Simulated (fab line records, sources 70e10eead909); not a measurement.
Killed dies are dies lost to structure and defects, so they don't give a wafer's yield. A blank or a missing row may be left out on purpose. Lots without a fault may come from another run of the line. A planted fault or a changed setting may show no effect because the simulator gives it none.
Which tool did it? | flow nand_harc | 24 lots, 72 wafers sampled, at 4 steps of a route of 1302

WHAT THE GAUGES READ, wafer by wafer
NHARC_A_SGD_CUT_INSPECT_11. Usual: raw_defect_count 55, standard deviation 28.
lot  | measured     | on                | raw_defect_count | flag
L074 | day 18 08:39 | defect_inspect-01 | 112 105 105      |
L075 | day 19 14:31 | defect_inspect-02 | 11 12 15         |
L076 | day 19 14:46 | defect_inspect-01 | 117 97 115       |
L077 | day 19 20:47 | defect_inspect-01 | 13 24 13         |
L079 | day 20 18:01 | defect_inspect-02 | 36 24 34         |
L078 | day 20 18:28 | defect_inspect-02 | 23 20 18         |
L080 | day 21 13:34 | defect_inspect-01 | 64 50 55         |
L081 | day 22 01:29 | defect_inspect-01 | 70 67 63         |
L082 | day 22 01:47 | defect_inspect-02 | 67 65 56         |
L083 | day 22 16:19 | defect_inspect-02 | 24 20 33         |
L085 | day 23 10:43 | defect_inspect-02 | 36 29 31         |
L084 | day 23 13:16 | defect_inspect-02 | 65 66 56         |
L086 | day 23 16:07 | defect_inspect-01 | 80 86 75         |
L089 | day 24 23:50 | defect_inspect-01 | 38 63 62         |
L088 | day 24 23:59 | defect_inspect-02 | 63 55 59         |
L087 | day 25 00:57 | defect_inspect-02 | 49 57 52         |
L090 | day 25 12:28 | defect_inspect-01 | 26 21 19         |
L091 | day 25 12:43 | defect_inspect-01 | 96 81 83         |
L092 | day 26 18:05 | defect_inspect-01 | 83 125 95        |
L093 | day 26 23:08 | defect_inspect-01 | 60 56 56         |
L094 | day 27 11:14 | defect_inspect-02 | 25 26 25         |
L095 | day 27 11:27 | defect_inspect-01 | 64 82 72         |
L096 | day 28 06:22 | defect_inspect-02 | 51 52 59         |
L097 | day 28 18:16 | defect_inspect-02 | 70 61 55         |

NHARC_A_SLIT_CD_MEAS_21. Usual: cd_nm 289.5 nm, standard deviation 0.73.
lot  | measured     | on        | cd_nm (nm)        | flag
L074 | day 19 05:41 | cd_sem-03 | 289.6 290.2 290.3 |
L075 | day 20 11:17 | cd_sem-01 | 289.6 289.8 290.1 |
L076 | day 20 11:46 | cd_sem-03 | 289.1 290.0 290.4 |
L077 | day 20 15:05 | cd_sem-02 | 288.6 289.2 289.2 |
L079 | day 21 15:06 | cd_sem-01 | 289.3 289.6 290.0 |
L078 | day 21 16:20 | cd_sem-01 | 289.6 290.2 290.0 |
L080 | day 22 08:10 | cd_sem-02 | 289.3 288.7 289.0 |
L081 | day 22 21:58 | cd_sem-03 | 290.6 289.9 290.5 |
L082 | day 22 23:48 | cd_sem-01 | 289.9 289.5 289.8 |
L083 | day 23 11:25 | cd_sem-02 | 289.1 290.4 289.9 |
L085 | day 24 05:26 | cd_sem-01 | 289.5 289.2 290.4 |
L084 | day 24 05:35 | cd_sem-01 | 289.4 290.5 288.8 |
L086 | day 24 10:47 | cd_sem-01 | 290.1 289.2 289.6 |
L089 | day 25 18:45 | cd_sem-02 | 289.0 290.2 288.8 |
L088 | day 25 17:46 | cd_sem-02 | 290.5 289.0 289.9 |
L087 | day 25 21:37 | cd_sem-03 | 289.2 289.7 289.4 |
L090 | day 26 06:32 | cd_sem-01 | 288.7 290.0 288.7 |
L091 | day 26 06:29 | cd_sem-03 | 288.6 289.9 288.7 |
L092 | day 27 12:41 | cd_sem-01 | 289.6 289.2 289.0 |
L093 | day 27 17:58 | cd_sem-01 | 290.1 289.3 289.9 |
L094 | day 28 05:08 | cd_sem-01 | 289.2 289.8 289.3 |
L095 | day 28 05:28 | cd_sem-02 | 289.0 288.5 288.5 |
L096 | day 29 00:35 | cd_sem-03 | 289.4 287.3 288.2 |
L097 | day 29 12:41 | cd_sem-02 | 288.4 288.3 288.4 |

WHICH TOOL RAN EACH LOT (tool, then ch and the chambers of the sampled wafers, then the start)
lot  | NHARC_A_STAIRCASE_CMP_450     | NHARC_A_SLIT_ETCH_29
L074 | cmp-03 ch 2,3, day 18 05:43   | rie_diel-07 ch 0,1, day 19 04:58
L075 | cmp-03 ch 1,2,3, day 19 11:49 | rie_diel-13 ch 0,1,2, day 20 10:41
L076 | cmp-02 ch 1,2,3, day 19 11:56 | rie_diel-07 ch 0,1,2, day 20 11:14
L077 | cmp-02 ch 1,3, day 19 18:05   | rie_diel-09 ch 1,3, day 20 14:33
L079 | cmp-04 ch 0,2,3, day 20 15:19 | rie_diel-09 ch 0,1, day 21 14:29
L078 | cmp-02 ch 0,2,3, day 20 15:43 | rie_diel-07 ch 0,1,3, day 21 15:49
L080 | cmp-02 ch 1,2, day 21 10:50   | rie_diel-13 ch 0,2, day 22 07:37
L081 | cmp-03 ch 0,1,2, day 21 22:55 | rie_diel-07 ch 1,2,3, day 22 21:26
L082 | cmp-03 ch 0,2, day 21 23:04   | rie_diel-07 ch 0,1,2, day 22 23:16
L083 | cmp-03 ch 0,1,2, day 22 13:39 | rie_diel-07 ch 0,1,2, day 23 10:47
L085 | cmp-04 ch 0,2,3, day 23 07:41 | rie_diel-09 ch 0,1,3, day 24 04:55
L084 | cmp-04 ch 0,2, day 23 10:29   | rie_diel-13 ch 1,2, day 24 05:00
L086 | cmp-04 ch 1,3, day 23 13:18   | rie_diel-13 ch 1,3, day 24 10:15
L089 | cmp-03 ch 1,2,3, day 24 21:05 | rie_diel-13 ch 2,3, day 25 18:10
L088 | cmp-04 ch 0,1,2, day 24 21:14 | rie_diel-09 ch 0,1,3, day 25 17:14
L087 | cmp-04 ch 0,1,3, day 24 22:16 | rie_diel-09 ch 2,3, day 25 21:05
L090 | cmp-04 ch 2,3, day 25 09:43   | rie_diel-09 ch 2,3, day 26 06:00
L091 | cmp-04 ch 0,1, day 25 10:01   | rie_diel-13 ch 0,1, day 26 05:55
L092 | cmp-02 ch 0,2,3, day 26 15:19 | rie_diel-13 ch 0,2, day 27 12:06
L093 | cmp-03 ch 0,2,3, day 26 20:20 | rie_diel-07 ch 0,2,3, day 27 17:25
L094 | cmp-02 ch 0,1,2, day 27 08:23 | rie_diel-13 ch 0,1,2, day 28 04:37
L095 | cmp-03 ch 1,2, day 27 08:41   | rie_diel-13 ch 0,1,3, day 28 04:56
L096 | cmp-02 ch 0,1,3, day 28 03:41 | rie_diel-09 ch 1,2, day 29 00:04
L097 | cmp-04 ch 2,3, day 28 15:19   | rie_diel-09 ch 2,3, day 29 12:10
- NHARC_A_STAIRCASE_CMP_450: polishes SiO2, target thk 200 nm.
- NHARC_A_SLIT_ETCH_29: etches the open film in CF4/O2, target depth 100 nm, overetch 10 nm, time 55 s.

WHAT THE TOOLS THEMSELVES READ (means of the sampled wafers that have a number; where no wafer has one, the mark that the record gives instead)
NHARC_A_STAIRCASE_CMP_450. Usual: edge_zone_pressure_frac 1.000, standard deviation 0.0049; motor_current_A 12.6 A, standard deviation 1.6.
lot  | tool   | edge_zone_pressure_frac | motor_current_A (A) | flag
L074 | cmp-03 | 0.999                   | 13.3                |
L075 | cmp-03 | 1.003                   | 12.7                |
L076 | cmp-02 | 0.998                   | 12.6                |
L077 | cmp-02 | 0.997                   | 12.2                |
L079 | cmp-04 | 0.999                   | 11.3                |
L078 | cmp-02 | 1.001                   | 12.3                |
L080 | cmp-02 | 0.998                   | 13.4                |
L081 | cmp-03 | 1.001                   | 12.8                |
L082 | cmp-03 | 0.998                   | 12.7                |
L083 | cmp-03 | 0.995                   | 13.3                |
L085 | cmp-04 | 1.000                   | 11.3                |
L084 | cmp-04 | 0.999                   | 10.5                |
L086 | cmp-04 | 1.000                   | 14.8                |
L089 | cmp-03 | 0.996                   | 12.8                |
L088 | cmp-04 | 0.997                   | 12.4                |
L087 | cmp-04 | 0.998                   | 13.3                |
L090 | cmp-04 | 0.999                   | 12.5                |
L091 | cmp-04 | 1.001                   | 13.9                |
L092 | cmp-02 | 0.999                   | 12.0                |
L093 | cmp-03 | 0.999                   | 13.5                |
L094 | cmp-02 | 1.003                   | 12.3                |
L095 | cmp-03 | 1.000                   | 13.3                |
L096 | cmp-02 | 1.000                   | 12.0                |
L097 | cmp-04 | 1.001                   | 12.4                |

NHARC_A_SLIT_ETCH_29. Usual: bias_w 100.00 W, standard deviation 0.28; drypump_motor_current_A 5.9 A, standard deviation 0.45; o2_flow_sccm 20.01 sccm, standard deviation 0.062; oes_ar_750_au 1.000 a.u., standard deviation 0.0044; oes_product_au 0.997 a.u., standard deviation 0.011; rf_vpp_V 197.1 V, standard deviation 1.6; showerhead_plenum_p_Torr 1.30 Torr, standard deviation 0.059; throttle_valve_pct 13.397 %, standard deviation 0.0093.
lot  | tool        | bias_w (W) | drypump_motor_current_A (A) | o2_flow_sccm (sccm) | oes_ar_750_au (a.u.) | oes_product_au (a.u.) | rf_vpp_V (V) | showerhead_plenum_p_Torr (Torr) | throttle_valve_pct (%) | flag
L074 | rie_diel-07 | 100.24     | 6.5                         | 19.98               | 0.999                | 0.997                 | 198.0        | 1.31                            | 13.391                 |
L075 | rie_diel-13 | 100.09     | 5.6                         | 20.03               | 1.000                | 1.003                 | 197.4        | 1.30                            | 13.395                 |
L076 | rie_diel-07 | 99.87      | 6.2                         | 19.99               | 1.004                | 0.997                 | 196.9        | 1.28                            | 13.402                 |
L077 | rie_diel-09 | 100.12     | 5.7                         | 19.96               | 0.999                | 0.997                 | 197.9        | 1.37                            | 13.388                 |
L079 | rie_diel-09 | 100.24     | 5.4                         | 20.05               | 0.999                | 0.994                 | 198.1        | 1.33                            | 13.397                 |
L078 | rie_diel-07 | 99.98      | 6.2                         | 20.04               | 1.002                | 0.996                 | 197.9        | 1.33                            | 13.396                 |
L080 | rie_diel-13 | 100.05     | 5.5                         | 20.07               | 1.002                | 1.016                 | 195.5        | 1.25                            | 13.400                 |
L081 | rie_diel-07 | 99.95      | 6.0                         | 20.00               | 1.002                | 0.992                 | 197.0        | 1.30                            | 13.395                 |
L082 | rie_diel-07 | 99.78      | 6.2                         | 20.03               | 0.998                | 0.986                 | 197.0        | 1.28                            | 13.391                 |
L083 | rie_diel-07 | 100.17     | 6.2                         | 19.99               | 1.001                | 0.982                 | 196.5        | 1.28                            | 13.407                 |
L085 | rie_diel-09 | 99.77      | 5.8                         | 20.00               | 0.995                | 0.995                 | 197.8        | 1.34                            | 13.398                 |
L084 | rie_diel-13 | 100.06     | 5.3                         | 20.00               | 0.998                | 1.009                 | 196.5        | 1.29                            | 13.396                 |
L086 | rie_diel-13 | 100.25     | 5.8                         | 20.04               | 0.998                | 1.000                 | 196.5        | 1.31                            | 13.389                 |
L089 | rie_diel-13 | 100.19     | 5.4                         | 20.11               | 1.000                | 1.016                 | 195.7        | 1.25                            | 13.394                 |
L088 | rie_diel-09 | 99.87      | 5.9                         | 20.04               | 0.999                | 0.996                 | 197.8        | 1.34                            | 13.395                 |
L087 | rie_diel-09 | 100.11     | 5.8                         | 19.97               | 1.001                | 0.992                 | 196.8        | 1.29                            | 13.395                 |
L090 | rie_diel-09 | 100.03     | 5.9                         | 20.04               | 0.997                | 0.983                 | 196.9        | 1.29                            | 13.396                 |
L091 | rie_diel-13 | 100.11     | 5.8                         | 20.07               | 1.001                | 1.000                 | 198.5        | 1.36                            | 13.409                 |
L092 | rie_diel-13 | 100.26     | 5.8                         | 20.00               | 0.997                | 1.009                 | 196.0        | 1.26                            | 13.388                 |
L093 | rie_diel-07 | 100.13     | 6.3                         | 19.97               | 0.996                | 0.991                 | 197.3        | 1.31                            | 13.403                 |
L094 | rie_diel-13 | 100.00     | 5.7                         | 19.99               | 0.999                | 1.001                 | 197.4        | 1.30                            | 13.404                 |
L095 | rie_diel-13 | 99.91      | 5.9                         | 19.98               | 1.001                | 0.992                 | 197.3        | 1.31                            | 13.405                 |
L096 | rie_diel-09 | 99.61      | 5.4                         | 20.01               | 1.001                | 0.992                 | 196.0        | 1.28                            | 13.396                 |
L097 | rie_diel-09 | 99.77      | 6.2                         | 19.98               | 1.001                | 0.998                 | 197.5        | 1.33                            | 13.390                 |

THE ANSWER, worked out from the rows above alone
Rule: a lot is off if the mean of its wafers that have a number lies more than 3 standard deviations from the usual mean. A lot without any number at a reading at which 4 lots or more have one is off too. The other lots that the step has rows for count as sound. The gauges are gone through in route order, then the tools' own readings, and for those a lot's mean is taken as printed above. The first step at which some lot is off is used, and at that step the reading that is off furthest; a lot without a number counts as furthest.
No lot is off at any reading shown: from this, nothing can be told.

WHAT THE SIMULATOR HAD PUT IN
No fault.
